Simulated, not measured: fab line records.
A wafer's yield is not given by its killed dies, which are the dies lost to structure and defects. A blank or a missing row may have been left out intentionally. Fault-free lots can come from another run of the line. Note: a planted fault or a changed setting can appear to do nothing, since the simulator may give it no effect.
One fault seen from 2 desks	flow n5 finfet	numbers are kept per desk, each desk with only its own; the story behind them comes last

DESK OF THE TOOL OWNER: implanter-02
N5_WELL_APT_IMPLANT_32, tool's own readings: per-lot mean of the sampled wafers with a number, covering each lot this tool ran. Any lot whose mean is over 4 standard deviations away from the usual mean is out of limits and marked OUT; that distance is given in the brackets.
Columns: A = dose ions cm2 at N5_WELL_APT_IMPLANT_32, usual 2.0003e+13; B = faraday current uA at N5_WELL_APT_IMPLANT_32, usual 254
lot	first seen here	A	B
L484	day 1 21:20	2.0006e+13	252
L488	day 2 21:27	1.9967e+13	252
L491	day 3 15:24	2.5725e+13 (+99 or more) OUT	328 (+15) OUT
L494	day 4 09:37	2.5701e+13 (+99 or more) OUT	325 (+15) OUT
L495	day 4 15:22	2.5754e+13 (+99 or more) OUT	322 (+14) OUT
L505	day 7 03:13	1.9995e+13	255
L506	day 7 10:20	2.0024e+13	250
This desk's verdict: out of limits on L491, L494, L495, starting with L491 at day 3 15:24 (dose ions cm2 at N5_WELL_APT_IMPLANT_32). L484, L488, L505, L506 stayed within limits.

THE METROLOGY DESK
Means of the sampled wafers that have a number, per lot and without regard to the tool the lot ran on: this is what the gauges read. Any lot whose mean is over 4 standard deviations away from the usual mean is out of limits and marked OUT; that distance is given in the brackets. Readings shown: 7 out of 12 (the first out of limits, and those lying furthest out on some lot).
Columns: A = CJ_N at N5_BEOL_M4_RC_MEAS_101, usual 4.36; B = DIBL_P at N5_BEOL_M4_RC_MEAS_101, usual 36.3 mV/V; C = IOFF_N at N5_BEOL_M4_RC_MEAS_101, usual 0.16 nA/um; D = IOFF_P at N5_BEOL_M4_RC_MEAS_101, usual 0.21 nA/um; E = ION_P at N5_BEOL_M4_RC_MEAS_101, usual 461 uA/um; F = SS_N at N5_BEOL_M4_RC_MEAS_101, usual 71.4 mV/dec; G = VT_P at N5_BEOL_M4_RC_MEAS_101, usual -250.9 mV
lot	first seen here	A	B	C	D	E	F	G
L483	day 1 23:44	4.34	38.5	0.22	0.28	470	71.8	-244.6
L484	day 2 11:08	4.36	37.8	0.19	0.25	465	72.5	-249.0
L488	day 3 04:26	4.39	34.7	0.12	0.17	457	71.0	-253.8
L491	day 3 22:13	4.98 (+7.6) OUT	40.7	0.20	0.24	465	71.3	-251.3
L494	day 4 16:02	5.10 (+9.0) OUT	34.4	0.11	0.18	465	70.5	-252.0
L495	day 4 21:53	5.04 (+8.3) OUT	36.9	0.16	0.21	455	71.4	-250.3
L504	day 7 03:55	4.41	34.9	0.14	0.20	458	71.1	-252.1
L505	day 7 10:28	4.34	39.0	0.17	0.24	473	71.4	-247.3
L506	day 7 16:16	4.39	37.2	0.17	0.22	461	71.9	-250.7
This desk finds L491, L494, L495 out of limits, with the earliest case on L491 at day 10 05:17 (CJ_N at N5_BEOL_M4_RC_MEAS_101). L483, L484, L488, L504, L505, L506 stayed within limits.

BROUGHT TOGETHER
The tool owner's desk could have raised an alarm at day 3 15:24, on L491, L494, L495.
On L491, L494, L495, the metrology desk was in a position to raise an alarm at day 10 05:17.
N5_WELL_APT_IMPLANT_32 was run on implanter-02 by each of the lots named.

WHAT THE SIMULATOR PUT IN
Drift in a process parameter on implanter-02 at N5_WELL_APT_IMPLANT_32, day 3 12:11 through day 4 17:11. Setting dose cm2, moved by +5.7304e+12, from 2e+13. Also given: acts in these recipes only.
Shown lots that were struck: L491, L494, L495.
Fault start to first reading out of limits, in hours, per desk: tool owner, 3; metrology, 161.
